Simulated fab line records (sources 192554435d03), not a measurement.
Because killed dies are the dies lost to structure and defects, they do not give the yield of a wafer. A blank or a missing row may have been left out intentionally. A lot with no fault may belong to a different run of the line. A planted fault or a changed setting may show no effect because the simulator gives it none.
Matching of chambers | flow n5-finfet | cmp-02 running N5_BEOL_M11_CMP_52: 4 sister chambers
The step polishes, stops on SiCOH lowk, t overpolish 7 s, target thk 140 nm. 8 wafers are shown with their chamber, then 11 later ones without.

WAFERS WITH THEIR CHAMBER
wafer  | chamber | motor-current-A (A) | barrier-field-endpoint-s (s)
L087.1 | 1       | 6.4                 | 28.9
L087.4 | 3       | 5.3                 | 29.2
L087.5 | 1       | 6.5                 | 30.0
L091.6 | 0       | 5.1                 | 29.7
L089.2 | 3       | 5.4                 | 28.5
L089.3 | 0       | 5.0                 | 28.2
L089.5 | 2       | 5.4                 | 27.7
L090.1 | 2       | 5.2                 | 28.7

WAFERS WITH NO CHAMBER GIVEN
wafer  | motor-current-A (A) | barrier-field-endpoint-s (s)
L090.3 | 6.1                 | 29.4
L090.6 | 5.5                 | 28.7
L092.2 | 5.2                 | 28.7
L092.3 | 5.0                 | 27.8
L092.6 | 4.9                 | 28.1
L094.3 | 5.3                 | 28.4
L094.5 | 5.5                 | 29.5
L094.6 | 5.1                 | 29.1
L096.3 | 5.2                 | 28.1
L096.4 | 6.3                 | 29.9
L096.5 | 5.6                 | 29.0

WHICH CHAMBER EACH ONE RAN IN
wafer  | from the rows above          | in truth
L090.3 | 1                            | 1
L090.6 | can't be placed: 3 or 2      | 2
L092.2 | can't be placed: 2 or 3 or 0 | 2
L092.3 | can't be placed: 0 or 2      | 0
L092.6 | 0                            | 0
L094.3 | can't be placed: 2 or 3      | 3
L094.5 | can't be placed: 3 or 2      | 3
L094.6 | can't be placed: 0 or 2      | 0
L096.3 | can't be placed: 2 or 3 or 0 | 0
L096.4 | 1                            | 1
L096.5 | can't be placed: 3 or 2      | 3
Placed correctly: 3 of 11. Cannot be placed on the basis of these rows: 8; the candidates contain the true chamber in 8. Number placed wrongly: 0.
How it was worked out, from the rows above alone: a wafer's distance from a chamber is the root of the sum, over the readings, of the square of ((its reading less the chamber's mean) divided by the reading's scatter). The wafer belongs to the nearest chamber; if the next one is less than 2 further off, it can't be placed. Each chamber's mean is taken over the wafers shown for it. The scatter: take each reading less its chamber's mean, square it, sum over the shown wafers, divide by the number of wafers less the number of chambers, and take the root.
